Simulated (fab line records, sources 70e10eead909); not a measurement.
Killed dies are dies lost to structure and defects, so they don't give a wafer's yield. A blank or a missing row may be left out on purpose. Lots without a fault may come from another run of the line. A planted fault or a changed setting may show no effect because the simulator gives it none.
Problem report in the 8D (eight disciplines) form, filled by code | flow nand_harc | the parts of the form that need people (team, actions taken, sign-off) are left out

1. THE PROBLEM
killed_at_array at NHARC_END_SORT_01 reads a mean of 233 on 3 wafers of 3 lots; wafers without a fault read 27 with a standard deviation of 11. That is +19 standard deviations from the usual mean.
First seen on wafer L332.2, day 22 22:17, on prober-02. The record holds 6 wafers of 3 lots with a number at this step. Rule for "out", or "out of limits": more than 4 standard deviations from the usual mean. The other wafers with a number count as sound.

2. WHAT IT IS AND WHAT IT IS NOT
question                    | is                           | is not
which readings at this step | killed_at_array, killed_dies | killed_at_other, killed_at_periphery, killed_open, killed_short
which lots                  | L332, L333, L335             | -
which wafers of those lots  | L332.2, L333.2, L335.2       | L332.3, L333.3, L335.5
read on which gauges        | prober-01, prober-02         | -
when                        | from day 22 22:17            | up to then (0 sound wafers); but 3 sound wafers of L332, L333, L335 came after

3. SUSPECTS, AND WHAT RULES EACH OUT
Counting: a tool at a process step up to the reading stays a suspect if it ran every lot that is out. Sound lots after the first of them don't rule it out here, since some wafers of a struck lot are sound.
- the gauge at NHARC_END_SORT_01: ruled out. The wafers that are out were read on 2 gauges (prober-01, prober-02).
- rie_diel-05 at NHARC_A_STAIRCASE_DESCUM_11 (chemistry O2, time 3 s): kept. It ran every lot that is out, first L332 (day 14 10:04).
- rie_diel-05 at NHARC_A_STAIRCASE_TRIM_16 (chemistry O2, time 211.2 s): kept. It ran every lot that is out, first L332 (day 14 12:09). Its own readings are out on those wafers: oes_product_au.
- rie_diel-05 at NHARC_A_STAIRCASE_TRIM_22 (chemistry O2, time 211.2 s): kept. It ran every lot that is out, first L332 (day 22 22:17). NHARC_A_STAIRCASE_TRIM_22 gives no start for some lots, so the hours and the order of its lots are those of NHARC_END_SORT_01.
Left after counting: rie_diel-05 at NHARC_A_STAIRCASE_DESCUM_11, rie_diel-05 at NHARC_A_STAIRCASE_TRIM_16, rie_diel-05 at NHARC_A_STAIRCASE_TRIM_22.

4. THE CAUSE (what the simulator had put in)
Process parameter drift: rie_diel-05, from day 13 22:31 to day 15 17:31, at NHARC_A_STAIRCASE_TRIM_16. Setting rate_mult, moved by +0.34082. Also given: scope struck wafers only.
Counting left 3 suspects, and this tool is among them.

5. THE CHAIN OF EFFECTS, in route order
Each row: a reading whose mean over the struck wafers that have a number lies more than 3 standard deviations from the usual. Only readings for which the record gives a usual standard deviation are gone through. hours: the time from each lot's start at the first step in this table that gives one to its start at this step, as a median over the lots. sigmas: the change in usual standard deviations.
hours | step                      | reading         | usual      | on struck wafers | change | sigmas
0     | NHARC_A_STAIRCASE_TRIM_16 | oes_product_au  | 1.004 a.u. | 1.229            | +0.225 | +16
213   | NHARC_END_SORT_01         | killed_at_array | 27         | 233              | +206   | +19
213   | NHARC_END_SORT_01         | killed_dies     | 32         | 238              | +206   | +19
The process steps in it:
- NHARC_A_STAIRCASE_TRIM_16: chemistry O2, time 211.2 s.

6. WHAT WOULD HAVE CAUGHT IT SOONER
In this record the first reading out of limits at a measuring or inspecting step was taken at day 22 22:17, 216 hours after the fault began at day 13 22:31.
The tool's own readings at NHARC_A_STAIRCASE_TRIM_16 were out on every struck wafer that the step has a row for (oes_product_au): an alarm limit on them would have fired on the first of those.
All the lots that are out (3) had begun NHARC_A_STAIRCASE_TRIM_16 on rie_diel-05 by day 22 22:17. A hold on the tool at that time would have spared none of them.
